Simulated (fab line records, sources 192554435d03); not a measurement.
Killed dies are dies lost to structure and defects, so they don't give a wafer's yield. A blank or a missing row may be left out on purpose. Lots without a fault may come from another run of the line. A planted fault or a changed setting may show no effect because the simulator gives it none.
Which tool did it? | flow n5_finfet | 11 lots, 33 wafers sampled, at 3 steps of a route of 1938

WHAT THE GAUGES READ, wafer by wafer
N5_BEOL_M6_OVL_MEAS_12.
lot  | measured     | on         | M6_OVL (nm)
L074 | day 11 14:35 | overlay-01 | -1.5 -0.2 -0.6
L078 | day 11 14:55 | overlay-01 | 0.3 1.0 1.2
L079 | day 12 11:56 | overlay-01 | 0.0 1.0 -0.7
L084 | day 13 17:45 | overlay-01 | -0.6 0.0 0.0
L080 | day 14 03:39 | overlay-01 | -0.1 -0.3 1.0
L085 | day 14 22:32 | overlay-01 | 0.8 0.1 0.0
L089 | day 15 14:57 | overlay-02 | 1.0 0.5 -0.5
L093 | day 15 22:54 | overlay-01 | -0.9 -2.4 -1.3
L086 | day 16 04:44 | overlay-01 | -0.5 0.3 -0.9
L092 | day 16 22:34 | overlay-02 | -0.6 -0.1 -1.3
L096 | day 17 04:38 | overlay-02 | 0.2 -0.7 0.2

WHICH TOOL RAN EACH LOT (tool, then ch and the chambers of the sampled wafers, then the start)
lot  | N5_BEOL_M6_PECVD_70             | N5_BEOL_M6_HM_DEP_02
L074 | pecvd-02 ch 0,2, day 11 12:05   | pvd_sputter-01, day 11 14:02
L078 | pecvd-02 ch 0,2, day 11 13:11   | pvd_sputter-01, day 11 14:14
L079 | pecvd-03 ch 0,1,2, day 12 10:31 | pvd_sputter-03, day 12 11:32
L084 | pecvd-02 ch 0,2, day 13 15:23   | pvd_sputter-01, day 13 17:13
L080 | pecvd-03 ch 0,1, day 14 01:23   | pvd_sputter-01, day 14 03:14
L085 | pecvd-01 ch 0,1, day 14 21:04   | pvd_sputter-03, day 14 22:08
L089 | pecvd-03 ch 0,1,2, day 15 11:52 | pvd_sputter-01, day 15 14:25
L093 | pecvd-01 ch 0,1, day 15 22:21   | pvd_sputter-03, day 15 22:29
L086 | pecvd-01 ch 1,2, day 16 01:48   | pvd_sputter-03, day 16 04:12
L092 | pecvd-03 ch 0,2, day 16 21:21   | pvd_sputter-02, day 16 22:10
L096 | pecvd-03 ch 0,2, day 17 02:29   | pvd_sputter-01, day 17 04:13
- N5_BEOL_M6_PECVD_70: deposits SiO2 from TEOS/O2, target thk 20 nm, time 22.7 s.
- N5_BEOL_M6_HM_DEP_02: deposits TiN, target thk 20 nm.

THE ANSWER, worked out from the rows above alone
Rule: what is usual is taken from the lots themselves. Put in order of their means at a reading, lots are off if they are a third of the lots or fewer, leave a main group of 4 or more, and stand apart from it by a gap of 3 or more times the standard deviation of the main group's means; of several such gaps the widest counts. A main group whose means are all the same, to the digits that the tables above print for the reading, isn't used. A lot without any number at a reading at which 4 lots or more have one is off too. The other lots that the step has rows for count as sound.
No lot is off at any reading shown: from this, nothing can be told.

WHAT THE SIMULATOR HAD PUT IN
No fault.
